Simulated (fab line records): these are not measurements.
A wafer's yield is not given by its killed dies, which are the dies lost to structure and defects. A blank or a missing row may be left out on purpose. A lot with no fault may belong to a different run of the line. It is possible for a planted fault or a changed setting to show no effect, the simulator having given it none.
Matching of chambers / flow nandHarc / NHARC_A_CHANNEL_FILL_D2_ALD_02 on aldHk-03: 4 sister chambers
The step deposits SiO2, target thk 6 nm, pulse time 10 s, ald cycles 60. 14 wafers are shown with their chamber, then 7 later ones without.

== WAFERS, EACH WITH ITS CHAMBER ==
wafer=L875.2; chamber=1; heaterPowerW (W)=430; precursorPulseHeightRel=1.024
wafer=L875.4; chamber=3; heaterPowerW (W)=475; precursorPulseHeightRel=1.009
wafer=L875.6; chamber=2; heaterPowerW (W)=522; precursorPulseHeightRel=1.017
wafer=L877.1; chamber=3; heaterPowerW (W)=481; precursorPulseHeightRel=0.982
wafer=L877.2; chamber=1; heaterPowerW (W)=433; precursorPulseHeightRel=1.054
wafer=L877.4; chamber=2; heaterPowerW (W)=523; precursorPulseHeightRel=0.979
wafer=L876.1; chamber=2; heaterPowerW (W)=530; precursorPulseHeightRel=1.035
wafer=L876.3; chamber=0; heaterPowerW (W)=467; precursorPulseHeightRel=1.042
wafer=L876.4; chamber=1; heaterPowerW (W)=447; precursorPulseHeightRel=0.992
wafer=L881.2; chamber=3; heaterPowerW (W)=488; precursorPulseHeightRel=1.034
wafer=L881.4; chamber=2; heaterPowerW (W)=533; precursorPulseHeightRel=1.011
wafer=L881.6; chamber=3; heaterPowerW (W)=483; precursorPulseHeightRel=0.986
wafer=L884.1; chamber=0; heaterPowerW (W)=422; precursorPulseHeightRel=0.976
wafer=L884.2; chamber=3; heaterPowerW (W)=493; precursorPulseHeightRel=0.994

SIGNATURES (averages over the wafers above)
reading=heaterPowerW; chamber 0=444.50; chamber 1=436.67; chamber 2=527.00; chamber 3=484.00; scatter within a chamber=12
reading=precursorPulseHeightRel; chamber 0=1.00900; chamber 1=1.02333; chamber 2=1.01050; chamber 3=1.00100; scatter within a chamber=0.0274
Rule: a wafer's distance from a chamber is the root of the sum, over the readings, of the square of ((its reading less the chamber's mean) divided by the reading's scatter). If the next closest chamber is less than 2 further off than the closest, the wafer can't be placed; otherwise it belongs to the closest. The scatter: the root of (the sum of the squares of (reading less its chamber's mean) over the shown wafers, divided by (wafers less chambers)).

== WAFERS MISSING THEIR CHAMBER ==
wafer=L884.6; heaterPowerW (W)=542; precursorPulseHeightRel=1.008
wafer=L890.1; heaterPowerW (W)=509; precursorPulseHeightRel=1.016
wafer=L890.3; heaterPowerW (W)=447; precursorPulseHeightRel=1.012
wafer=L890.6; heaterPowerW (W)=478; precursorPulseHeightRel=1.043
wafer=L896.2; heaterPowerW (W)=453; precursorPulseHeightRel=1.004
wafer=L896.4; heaterPowerW (W)=499; precursorPulseHeightRel=1.012
wafer=L896.6; heaterPowerW (W)=436; precursorPulseHeightRel=0.975

== WHICH CHAMBER EACH ONE RAN IN ==
wafer=L884.6; from the rows above=2; in truth=2
wafer=L890.1; from the rows above=can't be placed: 2 or 3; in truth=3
wafer=L890.3; from the rows above=can't be placed: 0 or 1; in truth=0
wafer=L890.6; from the rows above=can't be placed: 3 or 0 or 1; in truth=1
wafer=L896.2; from the rows above=can't be placed: 0 or 1 or 3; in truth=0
wafer=L896.4; from the rows above=can't be placed: 3 or 2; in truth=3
wafer=L896.6; from the rows above=can't be placed: 0 or 1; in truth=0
Placed correctly: 1 of 7. Can't be placed from these rows: 6 (the true chamber is among the candidates in 6). 0 placed wrongly.
